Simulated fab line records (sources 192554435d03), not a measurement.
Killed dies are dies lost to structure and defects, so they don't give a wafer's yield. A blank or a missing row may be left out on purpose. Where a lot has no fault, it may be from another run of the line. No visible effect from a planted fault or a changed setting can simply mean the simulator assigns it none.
Chamber matching :: flow n5-finfet :: N5_FIN_CUT_STRIP_22 on rie-diel-04 has 4 sister chambers
The step strips in N2/H2. 16 wafers are shown with their chamber, then 8 later ones without.

EACH WAFER AND ITS CHAMBER
wafer: L074.2
chamber: 3
showerhead-plenum-p-Torr (Torr): 3.30
throttle-valve-pct (%): 18.61
drypump-motor-current-A (A): 5.0

wafer: L074.3
chamber: 0
showerhead-plenum-p-Torr (Torr): 3.37
throttle-valve-pct (%): 19.30
drypump-motor-current-A (A): 6.2

wafer: L074.5
chamber: 1
showerhead-plenum-p-Torr (Torr): 3.39
throttle-valve-pct (%): 19.09
drypump-motor-current-A (A): 5.5

wafer: L076.1
chamber: 1
showerhead-plenum-p-Torr (Torr): 3.39
throttle-valve-pct (%): 19.09
drypump-motor-current-A (A): 5.5

wafer: L076.3
chamber: 3
showerhead-plenum-p-Torr (Torr): 3.30
throttle-valve-pct (%): 18.67
drypump-motor-current-A (A): 5.0

wafer: L076.5
chamber: 1
showerhead-plenum-p-Torr (Torr): 3.38
throttle-valve-pct (%): 19.08
drypump-motor-current-A (A): 5.5

wafer: L077.2
chamber: 3
showerhead-plenum-p-Torr (Torr): 3.30
throttle-valve-pct (%): 18.64
drypump-motor-current-A (A): 4.9

wafer: L077.5
chamber: 2
showerhead-plenum-p-Torr (Torr): 3.21
throttle-valve-pct (%): 19.53
drypump-motor-current-A (A): 6.6

wafer: L077.6
chamber: 1
showerhead-plenum-p-Torr (Torr): 3.38
throttle-valve-pct (%): 19.09
drypump-motor-current-A (A): 5.6

wafer: L080.2
chamber: 3
showerhead-plenum-p-Torr (Torr): 3.30
throttle-valve-pct (%): 18.70
drypump-motor-current-A (A): 5.0

wafer: L080.3
chamber: 2
showerhead-plenum-p-Torr (Torr): 3.20
throttle-valve-pct (%): 19.50
drypump-motor-current-A (A): 6.5

wafer: L080.6
chamber: 2
showerhead-plenum-p-Torr (Torr): 3.20
throttle-valve-pct (%): 19.50
drypump-motor-current-A (A): 6.6

wafer: L081.1
chamber: 1
showerhead-plenum-p-Torr (Torr): 3.38
throttle-valve-pct (%): 19.03
drypump-motor-current-A (A): 5.6

wafer: L081.4
chamber: 0
showerhead-plenum-p-Torr (Torr): 3.37
throttle-valve-pct (%): 19.28
drypump-motor-current-A (A): 6.1

wafer: L081.6
chamber: 0
showerhead-plenum-p-Torr (Torr): 3.37
throttle-valve-pct (%): 19.27
drypump-motor-current-A (A): 6.2

wafer: L082.1
chamber: 1
showerhead-plenum-p-Torr (Torr): 3.38
throttle-valve-pct (%): 19.15
drypump-motor-current-A (A): 5.6

SIGNATURES (means of the wafers above)
reading: showerhead-plenum-p-Torr
chamber 0: 3.3700
chamber 1: 3.3833
chamber 2: 3.2033
chamber 3: 3.3000
scatter within a chamber: 0.00408

reading: throttle-valve-pct
chamber 0: 19.2833
chamber 1: 19.0883
chamber 2: 19.5100
chamber 3: 18.6550
scatter within a chamber: 0.0327

reading: drypump-motor-current-A
chamber 0: 6.167
chamber 1: 5.550
chamber 2: 6.567
chamber 3: 4.975
scatter within a chamber: 0.0546
Rule: a wafer lies at a distance from a chamber equal to the root of the sum of squares, over the readings, of (its reading less the chamber's mean, divided by the reading's scatter). If the next closest chamber is less than 2 further off than the closest, the wafer can't be placed; otherwise it belongs to the closest. The scatter is the square root of a quotient: the sum, over the shown wafers, of each reading's squared deviation from its chamber's mean, divided by wafers minus chambers.

WAFERS WITHOUT THEIR CHAMBER
wafer: L082.2
showerhead-plenum-p-Torr (Torr): 3.30
throttle-valve-pct (%): 18.70
drypump-motor-current-A (A): 5.0

wafer: L082.5
showerhead-plenum-p-Torr (Torr): 3.30
throttle-valve-pct (%): 18.65
drypump-motor-current-A (A): 5.0

wafer: L083.2
showerhead-plenum-p-Torr (Torr): 3.38
throttle-valve-pct (%): 19.10
drypump-motor-current-A (A): 5.5

wafer: L083.5
showerhead-plenum-p-Torr (Torr): 3.29
throttle-valve-pct (%): 18.61
drypump-motor-current-A (A): 5.0

wafer: L083.6
showerhead-plenum-p-Torr (Torr): 3.20
throttle-valve-pct (%): 19.45
drypump-motor-current-A (A): 6.5

wafer: L097.1
showerhead-plenum-p-Torr (Torr): 3.37
throttle-valve-pct (%): 19.14
drypump-motor-current-A (A): 5.6

wafer: L097.5
showerhead-plenum-p-Torr (Torr): 3.19
throttle-valve-pct (%): 19.54
drypump-motor-current-A (A): 6.6

wafer: L097.6
showerhead-plenum-p-Torr (Torr): 3.35
throttle-valve-pct (%): 19.31
drypump-motor-current-A (A): 6.1

EACH ONE'S CHAMBER
wafer: L082.2
from the rows above: 3
in truth: 3

wafer: L082.5
from the rows above: 3
in truth: 3

wafer: L083.2
from the rows above: 1
in truth: 1

wafer: L083.5
from the rows above: 3
in truth: 3

wafer: L083.6
from the rows above: 2
in truth: 2

wafer: L097.1
from the rows above: 1
in truth: 1

wafer: L097.5
from the rows above: 2
in truth: 2

wafer: L097.6
from the rows above: 0
in truth: 0
8 of 8 placed correctly. From these rows, 0 cannot be placed. Placed wrongly: 0.
